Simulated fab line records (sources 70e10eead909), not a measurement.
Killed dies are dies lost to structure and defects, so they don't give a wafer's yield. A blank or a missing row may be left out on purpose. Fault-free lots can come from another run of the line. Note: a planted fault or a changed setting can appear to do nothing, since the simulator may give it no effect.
Comparing a struck lot with a sound one || flow nand-harc || 15 out of 1159 route steps
Sound: these wafers, L115.1, L115.4, L115.6. Struck: wafer L120.4. (L120.1, L120.3 of the same lot were not struck and are left out.) The cause comes at the end.
For every step that has rows: the tool of each side, followed by ch and its chambers, followed by its first start. Under that, the readings that differ: sound wafers || struck wafers || difference of the means || sigmas: that difference in standard deviations of wafers without a fault.
alike: readings whose means differ by less than 2 such deviations, and words and numbers that are the same on both sides. not compared: withheld readings, readings that some wafer has no value for, bounds like >300 that may hide the same value, and numbers for which the record gives no deviation and whose values overlap.
The two part at a step that has a row with sigmas, a row that says differs or no value, or rows on one side only. Numbers that have no deviation but don't overlap get no sigmas and don't part them. Lack of a reading on every wafer of one side parts them only where that side has two or more wafers.

first, 8 steps without rows for these wafers: NHARC_P_BONDPAD_HMDS_02 (time 30 s); NHARC_P_BONDPAD_COAT_36 (time 65 s); NHARC_P_BONDPAD_COAT_03 (resist thk 600 nm); NHARC_P_BONDPAD_SOFTBAKE_04 (time 70 s); NHARC_P_BONDPAD_EBR_05; NHARC_P_BONDPAD_EXPOSE_06 (exposes mask P BPAD); NHARC_P_BONDPAD_PEB_07 (peb time 80 s); NHARC_P_BONDPAD_DEVELOP_08 (time 50 s).
NHARC_P_BONDPAD_CD_MEAS_09: target cd 500 nm.
  sound on cd-sem-02 ch 0, day 8 19:10; struck on cd-sem-02 ch 0, day 10 04:35
{"reading": "cd-nm (nm)", "sound": "503.7 503.6 505.2", "struck": 498.5, "difference": -5.7, "sigmas": -2}
NHARC_P_BONDPAD_OVL_MEAS_38:
  struck on overlay-02, day 10 04:40; sound on overlay-02, day 8 19:16
  alike: overlay-x-nm, overlay-y-nm
then, 1 step without rows for these wafers: NHARC_P_BONDPAD_HARDBAKE_10 (time 65 s).
NHARC_P_BONDPAD_DESCUM_11: chemistry O2, time 3 s.
  sound on rie-diel-04 ch 0,1,2, day 8 19:24; struck on rie-diel-04 ch 3, day 10 04:49
{"reading": "throttle-valve-pct (%)", "sound": "11.325 11.324 11.317", "struck": 11.304, "difference": -0.018, "sigmas": -2}
  alike: drypump-motor-current-A, oes-product-au, rf-vpp-V, showerhead-plenum-p-Torr
  not compared: rf-hours-counter-h
NHARC_P_BONDPAD_ETCH_37: etches the open film in N2/H2, target depth 60 nm, overetch 18 nm, time 65.91 s.
  sound on rie-diel-04 ch 1,3, day 8 19:29; struck on rie-diel-04 ch 0, day 10 04:54
{"reading": "oes-product-au (a.u.)", "sound": "0.996 0.985 0.983", "struck": 0.853, "difference": -0.135, "sigmas": -14}
  alike: bias-w, drypump-motor-current-A, rf-vpp-V, showerhead-plenum-p-Torr, throttle-valve-pct
  not compared: rf-hours-counter-h
NHARC_P_BONDPAD_ETCH_12: etches the open film in CHF3/O2, target depth 200 nm, time 100 s.
  sound on rie-diel-04 ch 0,1,2; struck on rie-diel-04 ch 0
{"reading": "bias-w (W)", "sound": "200.0 200.1 199.7", "struck": 201.1, "difference": "+1.2", "sigmas": "+2"}
  alike: drypump-motor-current-A, oes-product-au, rf-vpp-V, showerhead-plenum-p-Torr, throttle-valve-pct
  not compared: rf-hours-counter-h
-- the record jumps here: 13 days lie between the struck wafers' starts before and after (it left off in module P_BONDPAD and takes up again in module END, whose first step shown is number 1159 of the route) --
NHARC_END_SORT_01:
  sound on prober-01 ch 0, day 21 10:14; struck on prober-01 ch 0, day 23 13:28
{"reading": "killed-at-periphery", "sound": "9 5 5", "struck": 11, "difference": "+5", "sigmas": "+2"}
  alike: defect-limited-yield, killed-at-array, killed-at-other, killed-dies, killed-open, killed-short, sort_bin_2_pct, sort_bin_3_pct, sort_bin_4_pct, sort-n-pass, sort-rim-yield-pct, sort-yield-pct

WHERE THEY PART
At NHARC_P_BONDPAD_CD_MEAS_09 first; at NHARC_END_SORT_01 last (within this record only).

WHY: what had been put in by the simulator
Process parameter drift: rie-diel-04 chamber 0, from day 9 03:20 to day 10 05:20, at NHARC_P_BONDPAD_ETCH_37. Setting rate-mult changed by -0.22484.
